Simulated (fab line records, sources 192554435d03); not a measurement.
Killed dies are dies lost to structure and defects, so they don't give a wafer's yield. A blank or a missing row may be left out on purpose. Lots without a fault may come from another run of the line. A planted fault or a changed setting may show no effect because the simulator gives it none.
Which tool did it? | flow n5_finfet | 10 lots, 30 wafers sampled, at 5 steps of a route of 1938

WHAT THE GAUGES READ, wafer by wafer
N5_WELL_APT_INSPECT_27: inspects for defects (macro). Usual: raw_defect_count 2.0, standard deviation 1.3.
lot  | measured    | on                | raw_defect_count | flag
L908 | day 2 03:04 | defect_inspect-02 | 2 3 2            |
L909 | day 2 08:54 | defect_inspect-02 | 3 2 2            |
L912 | day 3 03:05 | defect_inspect-01 | 5 1 2            |
L913 | day 3 08:52 | defect_inspect-02 | 2 2 1            |
L914 | day 3 14:49 | defect_inspect-01 | 2 2 2            |
L917 | day 4 08:51 | defect_inspect-02 | 3 1 1            |
L918 | day 4 15:34 | defect_inspect-01 | 1 1 4            |
L920 | day 5 03:26 | defect_inspect-01 | 3 3 1            |
L927 | day 6 21:23 | defect_inspect-01 | 2 1 4            |
L928 | day 7 03:24 | defect_inspect-01 | 2 0 2            |

N5_BEOL_M4_RC_MEAS_101. Usual: DIBL_N 37.0 mV/V, standard deviation 1.7; DIBL_P 36.7 mV/V, standard deviation 2; IOFF_N 0.17 nA/um, standard deviation 0.035; IOFF_P 0.22 nA/um, standard deviation 0.035; ION_N 672 uA/um, standard deviation 12; ION_P 461 uA/um, standard deviation 7.5; SS_N 71.6 mV/dec, standard deviation 0.67; SS_P 73.4 mV/dec, standard deviation 0.64; VT_N 250 mV, standard deviation 3.5; VT_P -250 mV, standard deviation 3.5.
lot  | measured     | on        | DIBL_N (mV/V)  | DIBL_P (mV/V)  | IOFF_N (nA/um) | IOFF_P (nA/um) | ION_N (uA/um) | ION_P (uA/um) | SS_N (mV/dec)  | SS_P (mV/dec)  | VT_N (mV)   | VT_P (mV)      | flag
L908 | day 8 08:05  | prober-01 | 38.7 37.0 35.7 | 41.7 39.1 36.9 | 0.22 0.16 0.14 | 0.27 0.20 0.18 | 674 664 645   | 463 454 445   | 72.6 73.0 72.5 | 75.0 73.4 73.1 | 248 254 256 | -248 -251 -253 |
L909 | day 8 19:19  | prober-02 | 37.0 37.2 36.3 | 36.5 36.3 36.4 | 0.17 0.19 0.18 | 0.25 0.25 0.25 | 665 675 685   | 462 467 473   | 71.7 72.0 71.3 | 73.2 73.1 73.8 | 249 245 244 | -244 -246 -247 |
L912 | day 9 04:19  | prober-01 | 38.4 39.2 39.6 | 39.0 38.8 39.8 | 0.19 0.20 0.21 | 0.27 0.25 0.27 | 665 668 658   | 464 449 454   | 72.2 72.3 72.4 | 73.6 74.1 74.5 | 247 249 247 | -248 -249 -250 |
L913 | day 9 21:30  | prober-01 | 36.4 38.4 38.2 | 35.2 37.3 37.7 | 0.15 0.18 0.18 | 0.18 0.22 0.23 | 681 685 691   | 461 458 469   | 71.3 72.1 72.2 | 72.5 72.7 73.2 | 251 248 249 | -253 -252 -252 |
L914 | day 10 00:00 | prober-02 | 38.4 38.6 42.0 | 38.6 38.4 41.3 | 0.21 0.21 0.31 | 0.24 0.25 0.29 | 705 695 695   | 469 471 463   | 72.5 72.0 73.7 | 73.6 73.5 75.1 | 246 244 243 | -246 -246 -246 |
L917 | day 10 21:25 | prober-01 | 36.9 35.7 39.5 | 36.1 34.7 39.5 | 0.18 0.16 0.24 | 0.26 0.23 0.33 | 687 680 693   | 471 470 475   | 71.7 70.2 72.4 | 72.8 73.1 73.8 | 245 247 243 | -244 -245 -242 |
L918 | day 10 23:34 | prober-01 | 38.1 38.0 37.0 | 36.7 37.2 35.0 | 0.16 0.17 0.14 | 0.22 0.25 0.20 | 683 678 661   | 467 467 458   | 71.8 71.3 70.8 | 74.0 73.6 72.6 | 250 249 254 | -252 -245 -253 |
L920 | day 11 07:40 | prober-02 | 34.9 34.1 34.5 | 35.6 33.8 35.1 | 0.14 0.11 0.13 | 0.21 0.17 0.20 | 669 648 661   | 461 449 462   | 70.5 70.7 70.4 | 73.5 73.0 73.3 | 251 256 252 | -250 -253 -249 |
L927 | day 13 14:22 | prober-02 | 36.6 39.4 38.0 | 36.8 40.1 38.7 | 0.13 0.18 0.15 | 0.17 0.21 0.19 | 658 662 664   | 447 452 454   | 71.6 72.6 71.6 | 73.4 73.8 74.3 | 256 249 253 | -257 -251 -254 |
L928 | day 14 10:43 | prober-02 | 35.5 36.0 35.8 | 34.4 35.2 34.2 | 0.15 0.16 0.14 | 0.20 0.22 0.20 | 675 678 664   | 467 466 461   | 72.0 71.8 71.2 | 73.6 73.5 73.1 | 250 246 251 | -250 -249 -252 |

WHICH TOOL RAN EACH LOT (tool, then ch and the chambers of the sampled wafers, then the start)
lot  | N5_WELL_APT_IMPLANT_14         | N5_WELL_APT_RTA_34              | N5_PMOS_HMC_CHANNEL_EPI_HM_DEP_34
L908 | implanter-02 ch 0, day 2 02:01 | rtp_anneal-01 ch 0, day 2 04:08 | pecvd-04 ch 0,1,2, day 2 05:28
L909 | implanter-02 ch 0, day 2 07:55 | rtp_anneal-01 ch 0, day 2 09:55 | pecvd-02 ch 0,1,2, day 2 11:18
L912 | implanter-02 ch 0, day 3 02:07 | rtp_anneal-01 ch 0, day 3 05:32 | pecvd-04 ch 0,1,2, day 3 06:38
L913 | implanter-02 ch 0, day 3 07:54 | rtp_anneal-01 ch 0, day 3 09:53 | pecvd-02 ch 0,2, day 3 10:58
L914 | implanter-01 ch 0, day 3 13:50 | rtp_anneal-01 ch 0, day 3 15:38 | pecvd-03 ch 0,1, day 3 16:33
L917 | implanter-02 ch 0, day 4 07:44 | rtp_anneal-01 ch 0, day 4 09:55 | pecvd-02 ch 0,1, day 4 11:04
L918 | implanter-01 ch 0, day 4 14:13 | rtp_anneal-02 ch 0, day 4 17:43 | pecvd-04 ch 0,1,2, day 4 18:40
L920 | implanter-01 ch 0, day 5 02:04 | rtp_anneal-01 ch 0, day 5 04:39 | pecvd-02 ch 1,2, day 5 05:49
L927 | implanter-01 ch 0, day 6 20:19 | rtp_anneal-01 ch 0, day 6 22:13 | pecvd-04 ch 0,1,2, day 6 23:34
L928 | implanter-02 ch 0, day 7 02:20 | rtp_anneal-02 ch 0, day 7 04:14 | pecvd-02 ch 0,1,2, day 7 05:35
- N5_WELL_APT_IMPLANT_14
- N5_WELL_APT_RTA_34: time 10 s.
- N5_PMOS_HMC_CHANNEL_EPI_HM_DEP_34: deposits SiO2 from TEOS/O2, target thk 36 nm, time 6.9 s.

WHAT THE TOOLS THEMSELVES READ (means of the sampled wafers that have a number; where no wafer has one, the mark that the record gives instead)
N5_WELL_APT_IMPLANT_14. Usual: faraday_current_uA 190, standard deviation 3.8.
lot  | tool         | faraday_current_uA | flag
L908 | implanter-02 | 190                |
L909 | implanter-02 | 189                |
L912 | implanter-02 | 193                |
L913 | implanter-02 | 187                |
L914 | implanter-01 | 192                |
L917 | implanter-02 | 194                |
L918 | implanter-01 | 192                |
L920 | implanter-01 | 191                |
L927 | implanter-01 | 192                |
L928 | implanter-02 | 185                |

N5_WELL_APT_RTA_34. Usual: lamp_power_pct 13.01 %, standard deviation 0.055; wafer_temp_C_max 1003.7, standard deviation 1.1.
lot  | tool          | lamp_power_pct (%) | wafer_temp_C_max | flag
L908 | rtp_anneal-01 | 12.99              | 1003.7           |
L909 | rtp_anneal-01 | 12.96              | 1003.3           |
L912 | rtp_anneal-01 | 13.03              | 1002.7           |
L913 | rtp_anneal-01 | 12.96              | 1003.9           |
L914 | rtp_anneal-01 | 13.03              | 1005.0           |
L917 | rtp_anneal-01 | 12.98              | 1003.2           |
L918 | rtp_anneal-02 | 13.01              | 1002.2           |
L920 | rtp_anneal-01 | 12.96              | 1003.3           |
L927 | rtp_anneal-01 | 13.00              | 1004.3           |
L928 | rtp_anneal-02 | 13.03              | 1004.4           |

N5_PMOS_HMC_CHANNEL_EPI_HM_DEP_34. Usual: heater_power_w 521 W, standard deviation 92; showerhead_plenum_p_Torr 8.34 Torr, standard deviation 0.034; susceptor_temp_C 399.97 C, standard deviation 0.23; throttle_valve_pct 18.8 %, standard deviation 1.4.
lot  | tool     | heater_power_w (W) | showerhead_plenum_p_Torr (Torr) | susceptor_temp_C (C) | throttle_valve_pct (%) | flag
L908 | pecvd-04 | 461                | 8.35                            | 400.07               | 18.5                   |
L909 | pecvd-02 | 528                | 8.36                            | 400.11               | 19.1                   |
L912 | pecvd-04 | 433                | 8.33                            | 399.95               | 18.4                   |
L913 | pecvd-02 | 542                | 8.38                            | 399.99               | 18.7                   |
L914 | pecvd-03 | 602                | 8.36                            | 399.92               | 20.2                   |
L917 | pecvd-02 | 581                | 8.34                            | 400.20               | 20.0                   |
L918 | pecvd-04 | 475                | 8.34                            | 399.83               | 18.4                   |
L920 | pecvd-02 | 512                | 8.33                            | 400.11               | 19.4                   |
L927 | pecvd-04 | 501                | 8.34                            | 399.98               | 18.6                   |
L928 | pecvd-02 | 553                | 8.37                            | 399.88               | 19.1                   |

THE ANSWER, worked out from the rows above alone
Rule: a lot is off if the mean of its wafers that have a number lies more than 3 standard deviations from the usual mean. A lot without any number at a reading at which 4 lots or more have one is off too. The other lots that the step has rows for count as sound. The gauges are gone through in route order, then the tools' own readings, and for those a lot's mean is taken as printed above. The first step at which some lot is off is used, and at that step the reading that is off furthest; a lot without a number counts as furthest.
No lot is off at any reading shown: from this, nothing can be told.

WHAT THE SIMULATOR HAD PUT IN
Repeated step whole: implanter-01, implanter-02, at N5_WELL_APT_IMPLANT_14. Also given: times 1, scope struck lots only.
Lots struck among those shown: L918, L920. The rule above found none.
